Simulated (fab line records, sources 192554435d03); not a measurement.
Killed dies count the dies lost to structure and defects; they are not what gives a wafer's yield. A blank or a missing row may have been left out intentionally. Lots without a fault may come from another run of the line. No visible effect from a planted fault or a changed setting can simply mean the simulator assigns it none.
fab line records	flow n5Finfet	part 1 of 2: steps 1 to 4 of 6
record lots=21	wafers=63	lastDay=18
route steps=1938 shown MOL_CONTACT_COAG@528
lots that met no fault: taken from a fault-free run of the same line
startH: hours from the record's opening day to when the first of the lot's shown wafers began	waitH: time in hours since the lot's previous step	" the same as in the row above	L1.1+2: one row covering several wafers at once	- no value, or no start was given	* or withheld: withheld	< > ~ a bound
route shown NAME@n: NAME is a module with steps in the file, n the number in the route of the first one	usual: mean/standard deviation taken from wafers without a fault	same: alike in all rows	chamber/n: place in a boat	sites: the reading at each site	_std_site: standard deviation across them	_edge_site: the outer-site mean with the inner-site mean subtracted	radiusMm: how far each site lies from the wafer's centre	mask NAME#n: copy n	behind: the last tool/chamber to shape the wafer	hold: why the lot was held/for how many hours/how that ended	device: names the non-switching transistor (n, p or np)	end of line: at the end of the route, the tests of the same wafers	step lacking rows: just its recipe	killed: dies lost to structure and defects at the first sort, not the wafer's yield	map: per-die view of a wafer (x killed, . not killed, _ where there is no die)
set.NAME: the setting the step ran with; set.NAME@STEP: the setting that earlier step ran with	model.NAME: the simulator's own value behind a step, which no gauge read
the route's steps for a sample of lots (tables are steps, rows are wafers)
services: a tool's chamber out of use, with start hour (startH, from the record's first day; less than 0 if before it), hours out, and reason
## steps
# step N5_MOL_CONTACT_COAG_INSPECT_10
# recipe mode=adi	inspectInstrument=brightfield
# usual rawDefectCount=69/29
lot.wafer	tool	chamber	startH	waitH	rawDefectCount
L075.2	defectInspect-02	-	98.80	0.0	39
L075.4	"	-	"	"	54
L075.5	"	-	"	"	79
L076.1	defectInspect-02	-	104.52	0.1	88
L076.3	"	-	"	"	94
L076.4	"	-	"	"	107
L077.1	defectInspect-01	-	106.87	0.1	60
L077.4	"	-	"	"	57
L077.6	"	-	"	"	35
L078.1	defectInspect-02	-	111.19	0.1	96
L078.3	"	-	"	"	56
L078.6	"	-	"	"	70
L079.1	defectInspect-02	-	120.15	0.1	74
L079.3	"	-	"	"	84
L079.5	"	-	"	"	68
L080.1	defectInspect-02	-	123.98	0.1	79
L080.2	"	-	"	"	55
L080.4	"	-	"	"	63
L082.1	defectInspect-02	-	140.36	0.1	61
L082.2	"	-	"	"	42
L082.6	"	-	"	"	44
L083.1	defectInspect-02	-	148.11	0.1	113
L083.2	"	-	"	"	127
L083.4	"	-	"	"	126
L085.2	defectInspect-01	-	157.12	0.0	56
L085.3	"	-	"	"	84
L085.6	"	-	"	"	65
L086.2	defectInspect-01	-	164.99	0.0	217
L086.3	"	-	"	"	151
L086.4	"	-	"	"	95
L087.2	defectInspect-02	-	167.77	0.0	56
L087.4	"	-	"	"	49
L087.6	"	-	"	"	51
L088.1	defectInspect-01	-	172.10	0.1	45
L088.2	"	-	"	"	57
L088.5	"	-	"	"	39
L089.1	defectInspect-01	-	179.42	0.1	53
L089.5	"	-	"	"	59
L089.6	"	-	"	"	49
L090.1	defectInspect-02	-	182.67	0.1	71
L090.3	"	-	"	"	67
L090.5	"	-	"	"	46
L091.2	defectInspect-02	-	190.47	0.0	72
L091.3	"	-	"	"	71
L091.4	"	-	"	"	36
L092.1	defectInspect-02	-	197.91	0.1	77
L092.2	"	-	"	"	48
L092.5	"	-	"	"	75
L093.2	defectInspect-01	-	204.31	0.0	82
L093.4	"	-	"	"	47
L093.6	"	-	"	"	67
L094.2	defectInspect-02	-	209.32	0.0	42
L094.5	"	-	"	"	56
L094.6	"	-	"	"	56
L095.1	defectInspect-01	-	214.14	0.1	73
L095.3	"	-	"	"	92
L095.4	"	-	"	"	53
L096.1	defectInspect-01	-	221.92	0.1	143
L096.2	"	-	"	"	90
L096.3	"	-	"	"	88
L097.1	defectInspect-02	-	225.50	0.1	99
L097.4	"	-	"	"	75
L097.5	"	-	"	"	74
# step N5_MOL_CONTACT_COAG_STRIP_98
# recipe chemistry=N2/H2	powerW=500	tempC=40	pressureMtorr=50	rfFrequencyHz=6e+07	overashFraction=0.3	biasPowerW=8	h2Frac=0.5	n2FlowSccm=300	h2FlowSccm=300
# usual drypumpMotorCurrentA=5.6/0.49	oesProductAu=0.76/0.062	rfVppV=54.3/1.4	showerheadPlenumPTorr=3.39/0.097	tempC=39.99/0.12	throttleValvePct=18.78/0.27
lot.wafer	tool	chamber	startH	waitH	drypumpMotorCurrentA	oesProductAu	rfHoursCounterH	rfVppV	showerheadPlenumPTorr	tempC	throttleValvePct
L075.2	rieDiel-04	3	99.16	0.0	5.9	0.74	179	56.3	3.46	40.07	18.76
L075.4	"	2	"	"	6.1	0.72	209	53.1	3.32	40.17	18.45
L075.5	"	2	"	"	6.1	0.72	-	53.3	3.33	39.91	18.49
L076.1	rieDiel-04	1	105.13	0.0	6.0	0.91	18	57.0	3.44	39.94	18.73
L076.3	"	2	"	"	6.1	0.72	212	53.1	3.32	39.88	18.45
L076.4	"	0	"	"	6.1	0.76	143	56.6	3.36	40.01	19.16
L077.1	rieDiel-04	3	107.23	0.0	6.0	0.73	182	54.1	3.46	39.94	18.77
L077.4	"	1	"	"	6.0	0.90	18	55.8	3.44	40.07	18.75
L077.6	"	2	"	"	6.1	0.71	-	54.0	3.32	40.11	18.47
L078.1	rieDiel-04	1	111.74	0.0	6.0	0.89	20	52.9	3.44	40.10	18.76
L078.3	"	0	"	"	6.1	0.76	146	53.9	3.36	39.98	19.18
L078.6	"	1	"	"	6.0	0.88	-	55.0	3.44	40.04	18.76
L079.1	rieDiel-01	1	120.51	0.0	5.1	0.70	215	55.0	3.47	40.14	18.83
L079.3	"	2	"	"	4.8	0.74	158	53.0	3.23	39.99	19.11
L079.5	"	1	"	"	5.1	0.69	-	55.2	3.47	40.13	18.80
L080.1	rieDiel-03	2	124.34	0.0	5.2	0.78	148	55.7	3.34	39.99	18.53
L080.2	"	1	"	"	5.4	0.77	121	52.2	3.39	39.93	18.65
L080.4	"	3	"	"	5.9	0.68	231	53.8	3.45	39.81	19.12
L082.1	rieDiel-03	2	140.72	0.0	5.2	0.78	155	54.0	3.34	40.17	18.54
L082.2	"	0	"	"	5.3	0.81	92	55.8	3.51	40.13	18.30
L082.6	"	1	"	"	5.4	0.77	-	53.5	3.38	39.92	18.64
L083.1	rieDiel-01	2	148.47	0.0	4.8	0.73	166	55.3	3.23	39.91	19.14
L083.2	"	1	"	"	5.1	0.69	226	53.5	3.47	40.02	18.85
L083.4	"	0	"	"	5.8	0.78	148	52.3	3.35	39.93	18.73
L085.2	rieDiel-01	0	157.48	0.0	5.9	0.77	152	52.7	3.35	39.97	18.74
L085.3	"	1	"	"	5.1	0.71	231	53.8	3.46	39.95	18.88
L085.6	"	3	"	"	6.2	0.85	-	55.0	3.54	40.03	18.41
L086.2	rieDiel-01	0	165.35	0.0	5.8	0.78	155	55.8	3.35	40.16	18.78
L086.3	"	3	"	"	6.2	0.84	38	54.2	3.54	39.81	18.42
L086.4	"	2	"	"	4.8	0.72	173	56.6	3.22	40.01	19.15
L087.2	rieDiel-03	3	168.13	0.0	5.9	0.67	246	54.4	3.45	40.05	19.12
L087.4	"	0	"	"	5.3	0.82	101	52.0	3.51	39.99	18.33
L087.6	"	1	"	"	5.4	0.78	-	56.0	3.38	40.14	18.68
L088.1	rieDiel-01	1	172.46	0.0	5.1	0.68	237	52.9	3.46	39.99	18.87
L088.2	"	3	"	"	6.1	0.83	41	54.2	3.54	39.89	18.42
L088.5	"	2	"	"	4.8	0.72	-	53.9	3.22	40.31	19.15
L089.1	rieDiel-01	3	180.46	0.0	6.2	0.83	43	54.2	3.54	39.95	18.41
L089.5	"	3	"	"	6.2	0.84	-	54.2	3.54	40.05	18.42
L089.6	"	2	"	"	4.8	0.71	-	53.5	3.22	39.85	19.14
L090.1	rieDiel-01	2	183.04	0.0	4.8	0.70	180	53.7	3.22	39.98	19.15
L090.3	"	1	"	"	5.1	0.69	241	55.5	3.46	40.14	18.88
L090.5	"	1	"	"	5.1	0.69	-	52.5	3.46	39.94	18.86
L091.2	rieDiel-01	2	190.83	0.0	4.8	0.72	181	53.7	3.22	39.95	19.16
L091.3	"	0	"	"	5.9	0.76	163	53.2	3.34	40.01	18.79
L091.4	"	3	"	"	6.2	0.83	46	54.0	3.54	39.77	18.42
L092.1	rieDiel-04	2	198.27	0.0	6.1	0.69	246	54.1	3.31	39.91	18.54
L092.2	"	0	"	"	6.1	0.73	177	53.4	3.34	39.89	19.22
L092.5	"	2	"	"	6.1	0.69	-	54.7	3.30	39.74	18.54
L093.2	rieDiel-01	0	204.67	0.0	5.8	0.76	169	52.7	3.34	39.91	18.80
L093.4	"	1	"	"	5.1	0.67	-	53.6	3.45	40.23	18.87
L093.6	"	2	"	"	4.8	0.71	-	55.0	3.22	39.84	19.16
L094.2	rieDiel-01	0	209.68	0.0	5.9	0.78	172	56.7	3.34	39.84	18.78
L094.5	"	3	"	"	6.2	0.83	-	55.9	3.53	40.00	18.43
L094.6	"	0	"	"	5.8	0.75	-	53.7	3.34	39.89	18.79
L095.1	rieDiel-04	3	214.53	0.0	5.9	0.69	221	54.9	3.44	39.92	18.82
L095.3	"	1	"	"	6.0	0.84	53	52.8	3.42	39.97	18.81
L095.4	"	0	"	"	6.1	0.73	-	56.2	3.34	40.10	19.20
L096.1	rieDiel-01	2	222.28	0.0	4.8	0.72	195	52.6	3.21	39.91	19.17
L096.2	"	1	"	"	5.1	0.68	256	56.0	3.45	39.92	18.89
L096.3	"	0	"	"	5.8	0.76	177	50.8	3.33	39.74	18.81
L097.1	rieDiel-01	0	225.86	0.0	5.8	0.76	179	55.0	3.33	40.07	18.79
L097.4	"	0	"	"	5.8	0.76	-	55.5	3.33	40.07	18.81
L097.5	"	2	"	"	4.8	0.71	-	54.4	3.21	40.11	19.16
# step N5_MOL_CONTACT_COAG_TI_SIL_19
# recipe material=Ti	targetThkA=42	tempC=200	chamberPressurePa=5	powerW=5000	timeS=15
# usual substrateTempC=200.02/0.17	throttleValvePct=30.3/1.3
lot.wafer	tool	chamber	startH	waitH	substrateTempC	throttleValvePct
L075.2	pvdSputter-02	-	99.76	0.2	199.88	27.9
L075.4	"	-	"	"	200.24	29.9
L075.5	"	-	"	"	199.94	30.0
L076.1	pvdSputter-03	-	105.81	0.2	199.64	32.3
L076.3	"	-	"	"	199.86	30.6
L076.4	"	-	"	"	200.06	28.6
L077.1	pvdSputter-02	-	109.14	1.4	199.93	27.8
L077.4	"	-	"	"	200.08	31.4
L077.6	"	-	"	"	199.88	28.0
L078.1	pvdSputter-03	-	112.37	0.3	199.89	32.4
L078.3	"	-	"	"	200.03	30.2
L078.6	"	-	"	"	199.67	28.1
L079.1	pvdSputter-01	-	121.27	0.2	199.88	31.3
L079.3	"	-	"	"	200.25	30.2
L079.5	"	-	"	"	199.94	31.3
L080.1	pvdSputter-01	-	125.31	0.3	200.10	28.9
L080.2	"	-	"	"	199.92	29.8
L080.4	"	-	"	"	200.42	31.6
L082.1	pvdSputter-01	-	141.33	0.3	200.03	31.2
L082.2	"	-	"	"	199.76	31.5
L082.6	"	-	"	"	200.02	31.1
L083.1	pvdSputter-03	-	149.67	0.4	200.08	28.3
L083.2	"	-	"	"	200.27	30.6
L083.4	"	-	"	"	199.88	32.3
L085.2	pvdSputter-01	-	158.14	0.3	199.94	31.2
L085.3	"	-	"	"	200.25	29.0
L085.6	"	-	"	"	200.12	29.1
L086.2	pvdSputter-01	-	166.16	0.2	199.99	29.9
L086.3	"	-	"	"	199.95	29.0
L086.4	"	-	"	"	200.03	31.4
L087.2	pvdSputter-03	-	168.72	0.2	200.01	28.5
L087.4	"	-	"	"	199.98	30.1
L087.6	"	-	"	"	199.94	28.5
L088.1	pvdSputter-01	-	174.15	1.0	200.40	30.0
L088.2	"	-	"	"	199.91	31.2
L088.5	"	-	"	"	199.90	31.3
L089.1	pvdSputter-02	-	182.08	0.2	199.94	30.0
L089.5	"	-	"	"	199.87	31.1
L089.6	"	-	"	"	200.01	27.9
L090.1	pvdSputter-03	-	184.24	0.2	200.06	30.2
L090.3	"	-	"	"	199.85	28.2
L090.5	"	-	"	"	199.87	29.9
L091.2	pvdSputter-03	-	191.51	0.3	199.96	29.6
L091.3	"	-	"	"	199.76	28.7
L091.4	"	-	"	"	200.16	32.6
L092.1	pvdSputter-03	-	199.56	0.2	200.06	28.3
L092.2	"	-	"	"	200.00	32.3
L092.5	"	-	"	"	200.00	30.2
L093.2	pvdSputter-02	-	205.25	0.2	200.30	31.3
L093.4	"	-	"	"	200.03	31.4
L093.6	"	-	"	"	200.09	31.0
L094.2	pvdSputter-02	-	210.72	0.2	200.06	28.1
L094.5	"	-	"	"	200.07	31.3
L094.6	"	-	"	"	199.94	29.9
L095.1	pvdSputter-03	-	215.12	0.2	199.92	30.4
L095.3	"	-	"	"	200.30	32.4
L095.4	"	-	"	"	200.08	29.7
L096.1	pvdSputter-02	-	223.04	0.4	199.98	27.9
L096.2	"	-	"	"	200.11	30.0
L096.3	"	-	"	"	200.14	31.3
L097.1	pvdSputter-01	-	227.99	0.3	199.81	31.3
L097.4	"	-	"	"	199.88	29.1
L097.5	"	-	"	"	199.85	29.8
# step N5_MOL_CONTACT_COAG_ETCH_91
# recipe chemistry=N2/H2	target=SOC	targetDepthA=600	overetchA=210	maskMaterial=SiARC	tempC=40	timeS=101.2	ionEnergyEv=200	pressureMtorr=30	sourceW=840	biasW=150	n2FlowSccm=200	h2FlowSccm=200
# usual drypumpMotorCurrentA=5.6/0.44	oesProductAu=0.64/0.052	rfVppV=524.8/2	showerheadPlenumPTorr=2.57/0.067	tempC=39.99/0.12	throttleValvePct=17.72/0.19
lot.wafer	tool	chamber	startH	waitH	drypumpMotorCurrentA	oesProductAu	rfHoursCounterH	rfVppV	showerheadPlenumPTorr	tempC	throttleValvePct
L075.2	rieDiel-01	3	108.10	0.0	6.2	0.74	17	527.5	2.70	39.87	17.44
L075.4	"	0	"	"	5.8	0.65	136	524.4	2.54	40.16	17.66
L075.5	"	2	"	"	4.8	0.62	-	521.6	2.45	39.97	17.95
L076.1	rieDiel-01	2	114.72	0.0	4.8	0.62	156	520.7	2.45	39.96	17.96
L076.3	"	1	"	"	5.1	0.60	213	525.6	2.63	39.87	17.84
L076.4	"	1	"	"	5.1	0.61	-	527.2	2.63	39.90	17.84
L077.1	rieDiel-04	2	117.31	0.0	6.1	0.60	218	522.5	2.51	40.06	17.61
L077.4	"	2	"	"	6.1	0.59	-	523.6	2.51	39.98	17.60
L077.6	"	0	"	"	6.1	0.64	-	522.5	2.54	40.00	18.01
L078.1	rieDiel-04	3	120.55	0.0	5.9	0.62	185	526.5	2.62	40.06	17.71
L078.3	"	1	"	"	6.0	0.74	24	526.2	2.60	40.20	17.85
L078.6	"	0	"	"	6.1	0.64	-	524.6	2.54	40.00	17.99
L079.1	rieDiel-03	1	130.41	0.0	5.4	0.65	123	523.3	2.56	40.03	17.61
L079.3	"	3	"	"	5.9	0.57	234	525.6	2.62	39.98	17.87
L079.5	"	3	"	"	5.9	0.58	-	524.8	2.62	40.06	17.86
L080.1	rieDiel-01	1	134.20	0.0	5.1	0.59	220	525.8	2.63	40.01	17.84
L080.2	"	0	"	"	5.8	0.64	143	524.9	2.54	40.21	17.67
L080.4	"	1	"	"	5.1	0.59	-	527.1	2.63	40.02	17.84
L082.1	rieDiel-01	1	151.04	0.0	5.1	0.59	228	527.2	2.63	40.23	17.85
L082.2	"	0	"	"	5.8	0.65	150	524.1	2.54	40.00	17.66
L082.6	"	1	"	"	5.1	0.59	-	527.4	2.63	40.09	17.86
L083.1	rieDiel-01	3	159.21	0.0	6.2	0.71	37	527.9	2.69	39.90	17.47
L083.2	"	0	"	"	5.8	0.64	153	524.9	2.53	40.09	17.68
L083.4	"	2	"	"	4.8	0.61	172	521.8	2.44	40.12	17.99
L085.2	rieDiel-03	0	166.63	0.0	5.3	0.67	100	526.9	2.66	40.11	17.44
L085.3	"	3	"	"	5.9	0.57	246	526.1	2.61	39.82	17.89
L085.6	"	2	"	"	5.2	0.65	-	523.9	2.52	40.07	17.56
L086.2	rieDiel-03	1	174.78	0.0	5.4	0.65	139	523.1	2.56	40.04	17.64
L086.3	"	3	"	"	5.9	0.57	248	524.5	2.61	40.01	17.91
L086.4	"	2	"	"	5.2	0.65	166	524.1	2.52	39.95	17.57
L087.2	rieDiel-01	1	177.38	0.0	5.0	0.58	238	526.4	2.62	39.82	17.89
L087.4	"	0	"	"	5.8	0.62	159	524.6	2.53	39.99	17.68
L087.6	"	0	"	"	5.8	0.63	-	522.1	2.53	39.66	17.67
L088.1	rieDiel-01	2	182.23	0.0	4.8	0.61	180	521.1	2.44	39.69	17.99
L088.2	"	3	"	"	6.2	0.69	44	528.4	2.68	39.66	17.47
L088.5	"	3	"	"	6.2	0.70	-	527.7	2.68	39.92	17.49
L089.1	rieDiel-03	0	195.39	0.0	5.3	0.67	110	527.1	2.66	40.07	17.47
L089.5	"	1	"	"	5.4	0.63	-	523.6	2.55	39.78	17.66
L089.6	"	0	"	"	5.3	0.67	-	527.9	2.66	40.08	17.46
L090.1	rieDiel-04	2	195.95	0.0	6.1	0.58	245	524.2	2.50	40.00	17.63
L090.3	"	1	"	"	6.0	0.70	46	525.1	2.59	40.11	17.90
L090.5	"	3	"	"	5.9	0.61	-	526.1	2.61	40.14	17.76
L091.2	rieDiel-04	0	200.82	0.0	6.1	0.63	177	523.0	2.53	39.82	18.05
L091.3	"	1	"	"	6.0	0.70	47	524.1	2.59	39.92	17.90
L091.4	"	2	"	"	6.0	0.58	247	522.9	2.50	40.14	17.65
L092.1	rieDiel-03	2	209.58	0.0	5.2	0.63	179	522.6	2.52	40.14	17.57
L092.2	"	1	"	"	5.4	0.63	151	523.9	2.55	39.78	17.68
L092.5	"	2	"	"	5.2	0.64	-	524.6	2.52	40.14	17.59
L093.2	rieDiel-03	0	216.43	0.0	5.4	0.66	117	526.0	2.65	39.94	17.48
L093.4	"	2	"	"	5.2	0.63	181	523.0	2.51	40.18	17.58
L093.6	"	3	"	"	6.0	0.80	-	526.5	2.61	39.89	17.48
L094.2	rieDiel-01	0	218.80	0.0	5.8	0.62	176	524.1	2.52	39.77	17.74
L094.5	"	0	"	"	5.8	0.61	-	524.2	2.52	40.04	17.71
L094.6	"	1	"	"	5.0	0.57	-	525.9	2.62	39.89	17.90
L095.1	rieDiel-04	3	222.94	0.0	5.9	0.60	225	525.9	2.60	40.02	17.77
L095.3	"	0	"	"	6.1	0.62	188	523.1	2.52	40.07	18.08
L095.4	"	0	"	"	6.1	0.62	-	524.3	2.52	40.06	18.06
L096.1	rieDiel-03	3	233.27	0.0	5.9	0.77	9	524.9	2.61	39.79	17.51
L096.2	"	1	"	"	5.4	0.63	158	523.5	2.55	40.10	17.67
L096.3	"	2	"	"	5.2	0.64	186	523.5	2.51	40.13	17.60
L097.1	rieDiel-03	2	236.35	0.0	5.2	0.63	187	525.5	2.51	39.95	17.61
L097.4	"	3	"	"	5.9	0.77	9	525.8	2.60	39.86	17.49
L097.5	"	1	"	"	5.4	0.63	-	524.1	2.55	39.89	17.68
